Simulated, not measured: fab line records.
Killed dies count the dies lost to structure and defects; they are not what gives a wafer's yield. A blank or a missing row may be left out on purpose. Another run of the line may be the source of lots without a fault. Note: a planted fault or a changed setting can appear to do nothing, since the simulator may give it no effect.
fab line records	flow n5-finfet	part 2 of 2: steps 21 to 31 of 31
record: lots: 5	wafers: 15	last-day: 18
route steps=1938 shown BEOL_M10@1472
lots that met no fault: taken from a fault-free run of the same line
start-h: hours from the record's opening day to when the first of the lot's shown wafers began	wait-h: hours from the lot's prior step to this one	" same as the row above	L1.1+2: a single row standing in for several wafers	- value missing, or start not given	* or withheld: withheld	< > ~ a bound
route shown NAME@n: a module of which the file shows steps, and the number in the route of the first	usual: mean and standard deviation over wafers with no fault	same: alike in all rows	chamber/n: place in a boat	sites: each site's reading	_std_site: the standard deviation of these	_edge_site: mean of outer sites minus mean of inner sites	radius-mm: for every site, how far away it sits from the centre of the wafer	mask NAME#n: copy n	behind: tool/chamber where the wafer was last shaped	hold: the reason the lot was held/the length of the hold in hours/how it ended	device: which transistor (n, p or np) failed to switch	end of line: tests run on the same wafers once the route is complete	a step with no rows: only its recipe	killed: the dies lost at the first sort to structure and to defects; this is not the yield of the wafer	map: a wafer's dies, x killed, . not, _ none there
set.NAME: the setting that was run; set.NAME@STEP: the one run at that earlier step	model.NAME: the simulator's own value behind a step, which no gauge read
lots at some steps of the route; a table a step, a row a wafer
services: when a tool's chamber went out of use (start-h, in hours from the record's first day, below 0 if earlier), for how many hours, and the reason
== steps ==
step: N5_BEOL_M10_STRIP_19
recipe: chemistry: O2	power-w: 400	temp-c: 40	pressure-mtorr: 30	rf-frequency-hz: 6e+07	bias-power-w: 0	overash-fraction: 0.2	o2-flow-sccm: 225
usual: drypump-motor-current-A: 5.5/0.48	oes-product-au: 0.77/0.095	rf-vpp-V: 3.6/0.64	showerhead-plenum-p-Torr: 2.10/0.08	throttle-valve-pct: 16.61/0.27
lot.wafer	tool	chamber	start-h	wait-h	drypump-motor-current-A	oes-product-au	rf-hours-counter-h	rf-vpp-V	showerhead-plenum-p-Torr	throttle-valve-pct
L075.1	rie-diel-03	1	226.36	0.2	5.4	0.83	44	4.3	2.05	16.28
L075.2	"	2	"	"	4.7	0.96	9	3.8	2.06	16.30
L075.6	"	1	"	"	5.4	0.83	-	4.0	2.05	16.26
L084.1	rie-diel-03	0	276.32	0.1	5.2	0.83	45	3.2	2.20	16.34
L084.2	"	2	"	"	4.7	0.92	24	2.3	2.06	16.36
L084.5	"	2	"	"	4.7	0.91	-	4.6	2.06	16.33
L083.1	rie-diel-03	0	277.23	0.2	5.2	0.82	45	3.4	2.21	16.31
L083.2	"	1	"	"	5.4	0.82	58	4.1	2.05	16.28
L083.4	"	2	"	"	4.7	0.91	24	4.0	2.06	16.31
L091.1	rie-diel-05	0	344.41	0.2	5.2	0.66	238	4.1	2.05	16.51
L091.4	"	1	"	"	5.4	0.67	241	3.0	2.07	17.00
L091.6	"	2	"	"	6.2	0.65	-	4.7	1.97	16.98
L096.3	rie-diel-05	1	373.90	0.1	5.4	0.65	254	4.2	2.07	17.03
L096.5	"	1	"	"	5.4	0.66	-	3.7	2.07	17.02
L096.6	"	2	"	"	6.2	1.00	-	2.7	2.23	16.41
step: N5_BEOL_M10_CD_MEAS_18
recipe: pitch-nm: 140	target-cd-nm: 70
usual: cd-nm: 69.8/0.78
lot.wafer	tool	chamber	start-h	wait-h	cd-nm
L075.1	cd-sem-01	-	226.43	0.0	69.6
L075.2	"	-	"	"	70.8
L075.6	"	-	"	"	70.6
L084.1	cd-sem-03	-	276.39	0.0	68.9
L084.2	"	-	"	"	69.7
L084.5	"	-	"	"	71.6
L083.1	cd-sem-01	-	277.30	0.0	69.0
L083.2	"	-	"	"	69.4
L083.4	"	-	"	"	70.9
L091.1	cd-sem-03	-	344.48	0.0	70.3
L091.4	"	-	"	"	69.9
L091.6	"	-	"	"	69.1
L096.3	cd-sem-01	-	373.99	0.1	69.0
L096.5	"	-	"	"	69.5
L096.6	"	-	"	"	68.0
step: N5_BEOL_M10_COAT_63
recipe: resist: SOC	temp-c: 250	time-s: 60	spin-rpm: 1500	resist-thk-nm: 100
usual: chill-plate-temp-C: 23.02/0.091
lot.wafer	tool	chamber	start-h	wait-h	chill-plate-temp-C
L075.1	litho-track-05	0	226.95	0.5	22.95
L075.2	"	0	"	"	23.01
L075.6	"	0	"	"	22.98
L084.1	litho-track-05	0	276.42	0.0	22.97
L084.2	"	0	"	"	23.02
L084.5	"	0	"	"	22.96
L083.1	litho-track-01	0	278.01	0.7	22.90
L083.2	"	0	"	"	23.05
L083.4	"	0	"	"	22.97
L091.1	litho-track-05	0	344.52	0.0	23.02
L091.4	"	0	"	"	22.96
L091.6	"	0	"	"	22.98
L096.3	litho-track-01	0	374.23	0.2	23.07
L096.5	"	0	"	"	23.16
L096.6	"	0	"	"	22.95
step: N5_BEOL_M10_COAT_64
recipe: resist: SiARC	temp-c: 220	time-s: 60	spin-rpm: 1500	resist-thk-nm: 30
usual: chill-plate-temp-C: 22.99/0.097
lot.wafer	tool	chamber	start-h	wait-h	chill-plate-temp-C
L075.1	litho-track-05	0	-	-	23.09
L075.2	"	0	"	"	23.09
L075.6	"	0	"	"	22.98
L084.1	litho-track-05	0	-	-	23.03
L084.2	"	0	"	"	22.95
L084.5	"	0	"	"	23.10
L083.1	litho-track-01	0	-	-	22.98
L083.2	"	0	"	"	22.81
L083.4	"	0	"	"	23.03
L091.1	litho-track-05	0	-	-	23.10
L091.4	"	0	"	"	23.06
L091.6	"	0	"	"	23.00
L096.3	litho-track-01	0	-	-	22.79
L096.5	"	0	"	"	23.02
L096.6	"	0	"	"	22.81
step: N5_BEOL_M10_COAT_22
recipe: resist: CAR-ArF	spin-rpm: 1500	resist-thk-nm: 90
usual: chill-plate-temp-C: 23.02/0.098
lot.wafer	tool	chamber	start-h	wait-h	chill-plate-temp-C
L075.1	litho-track-05	0	-	-	22.98
L075.2	"	0	"	"	23.13
L075.6	"	0	"	"	22.98
L084.1	litho-track-05	0	-	-	23.09
L084.2	"	0	"	"	22.90
L084.5	"	0	"	"	23.01
L083.1	litho-track-01	0	-	-	23.20
L083.2	"	0	"	"	23.00
L083.4	"	0	"	"	23.09
L091.1	litho-track-05	0	-	-	23.00
L091.4	"	0	"	"	22.98
L091.6	"	0	"	"	22.90
L096.3	litho-track-01	0	-	-	22.98
L096.5	"	0	"	"	22.89
L096.6	"	0	"	"	22.94
step: N5_BEOL_M10_EBR_24
recipe: solvent: PGMEA	ebr-width-mm: 1.5
usual: chill-plate-temp-C: 23.02/0.1
same: ebr-width-mm: 1.5
lot.wafer	tool	chamber	start-h	wait-h	chill-plate-temp-C
L075.1	litho-track-05	0	-	-	22.99
L075.2	"	0	"	"	22.96
L075.6	"	0	"	"	23.26
L084.1	litho-track-05	0	-	-	23.02
L084.2	"	0	"	"	23.08
L084.5	"	0	"	"	23.02
L083.1	litho-track-01	0	-	-	22.90
L083.2	"	0	"	"	22.98
L083.4	"	0	"	"	23.02
L091.1	litho-track-05	0	-	-	23.01
L091.4	"	0	"	"	22.97
L091.6	"	0	"	"	23.23
L096.3	litho-track-01	0	-	-	23.09
L096.5	"	0	"	"	22.97
L096.6	"	0	"	"	23.06
step: N5_BEOL_M10_SOFTBAKE_23
recipe: temp-c: 110	time-s: 60	resist: CAR-ArF
usual: chill-plate-temp-C: 22.96/0.092
lot.wafer	tool	chamber	start-h	wait-h	chill-plate-temp-C
L075.1	litho-track-05	0	-	-	22.84
L075.2	"	0	"	"	23.01
L075.6	"	0	"	"	23.01
L084.1	litho-track-05	0	-	-	22.85
L084.2	"	0	"	"	22.92
L084.5	"	0	"	"	23.09
L083.1	litho-track-01	0	-	-	22.88
L083.2	"	0	"	"	22.98
L083.4	"	0	"	"	23.04
L091.1	litho-track-05	0	-	-	23.02
L091.4	"	0	"	"	23.13
L091.6	"	0	"	"	23.10
L096.3	litho-track-01	0	-	-	23.03
L096.5	"	0	"	"	22.99
L096.6	"	0	"	"	22.99
step: N5_BEOL_M10_EXPOSE_25
recipe: mask-id: V9	na: 1.35	source-shape: annular	sigma-inner: 0.5	sigma-outer: 0.8	polarization: unpolarized	dose-mj: 85.5
lot.wafer	tool	chamber	start-h	wait-h	mask
L075.1+2+6	arfi-scanner-01	0	227.23	-	V9#0
L084.1+2+5	arfi-scanner-03	0	276.66	-	V9#0
L083.1+2+4	arfi-scanner-01	0	278.25	-	V9#0
L091.1+4+6	arfi-scanner-01	0	344.64	-	V9#0
L096.3+5+6	arfi-scanner-03	0	374.49	-	V9#0
step: N5_BEOL_M10_PEB_26
recipe: peb-temp-c: withheld	peb-time-s: 60	resist: CAR-ArF
usual: chill-plate-temp-C: 23.02/0.11
lot.wafer	tool	chamber	start-h	wait-h	chill-plate-temp-C
L075.1	litho-track-01	0	227.30	0.1	22.93
L075.2	"	0	"	"	23.03
L075.6	"	0	"	"	23.17
L084.1	litho-track-02	0	276.73	0.1	23.23
L084.2	"	0	"	"	23.18
L084.5	"	0	"	"	23.19
L083.1	litho-track-01	0	278.32	0.1	23.00
L083.2	"	0	"	"	23.13
L083.4	"	0	"	"	23.03
L091.1	litho-track-05	0	344.71	0.1	23.01
L091.4	"	0	"	"	22.87
L091.6	"	0	"	"	22.93
L096.3	litho-track-02	0	374.54	0.0	23.12
L096.5	"	0	"	"	23.09
L096.6	"	0	"	"	23.24
step: N5_BEOL_M10_DEVELOP_27
recipe: develop-time-s: 30	developer: TMAH	resist: CAR-ArF	rinse-liquid: diw	dry: air-spin	dev-temp-c: 23
usual: chill-plate-temp-C: 22.99/0.1
lot.wafer	tool	chamber	start-h	wait-h	chill-plate-temp-C
L075.1	litho-track-01	0	-	-	22.95
L075.2	"	0	"	"	23.02
L075.6	"	0	"	"	22.99
L084.1	litho-track-02	0	-	-	23.06
L084.2	"	0	"	"	22.96
L084.5	"	0	"	"	23.01
L083.1	litho-track-01	0	-	-	22.92
L083.2	"	0	"	"	22.86
L083.4	"	0	"	"	22.93
L091.1	litho-track-05	0	-	-	23.00
L091.4	"	0	"	"	23.09
L091.6	"	0	"	"	23.29
L096.3	litho-track-02	0	-	-	23.24
L096.5	"	0	"	"	23.11
L096.6	"	0	"	"	23.07
step: N5_BEOL_M10_CD_MEAS_28
recipe: target-cd-nm: 70	landing-energy-ev: 500	detector: se-inlens	polarity: opening
usual: cd-nm: 71.0/1.4
lot.wafer	tool	chamber	start-h	wait-h	cd-nm
L075.1	cd-sem-03	0	227.36	-	71.4
L075.2	"	0	"	"	71.3
L075.6	"	0	"	"	70.5
L084.1	cd-sem-02	0	276.80	-	74.1
L084.2	"	0	"	"	74.0
L084.5	"	0	"	"	74.5
L083.1	cd-sem-01	0	278.38	-	72.2
L083.2	"	0	"	"	70.9
L083.4	"	0	"	"	71.8
L091.1	cd-sem-03	0	344.77	-	70.7
L091.4	"	0	"	"	71.2
L091.6	"	0	"	"	72.8
L096.3	cd-sem-01	0	374.61	-	73.8
L096.5	"	0	"	"	71.4
L096.6	"	0	"	"	70.6
== services ==
tool	chamber	start-h	hours	kind
arfi-scanner-03	-	222.20	10.8	repair
rie-diel-05	3	226.98	4.9	repair
arfi-scanner-01	-	232.11	1.3	pm
rie-diel-01	2	234.02	5.6	repair
pvd-sputter-01	-	234.69	2.1	repair
arfi-scanner-01	-	237.57	0.9	repair
rie-diel-05	2	241.81	11.7	repair
rie-metal-03	-	242.53	0.8	repair
arfi-scanner-01	-	246.57	1.0	pm
pvd-sputter-01	-	256.70	7.0	repair
arfi-scanner-03	-	264.36	3.1	pm
arfi-scanner-01	-	280.30	0.8	pm
rie-diel-05	1	284.48	2.8	repair
arfi-scanner-03	-	292.64	0.4	repair
arfi-scanner-03	-	306.96	0.8	pm
rie-metal-01	0	311.77	1.4	repair
arfi-scanner-03	-	312.50	1.3	pm
rie-metal-01	1	317.85	17.7	repair
rie-diel-01	1	330.90	18.3	repair
rie-diel-05	1	334.52	2.8	repair
pecvd-01	-	349.86	2.9	repair
rie-diel-03	2	357.16	20.5	repair
arfi-scanner-01	-	357.62	1.3	pm
arfi-scanner-03	-	366.34	1.0	pm
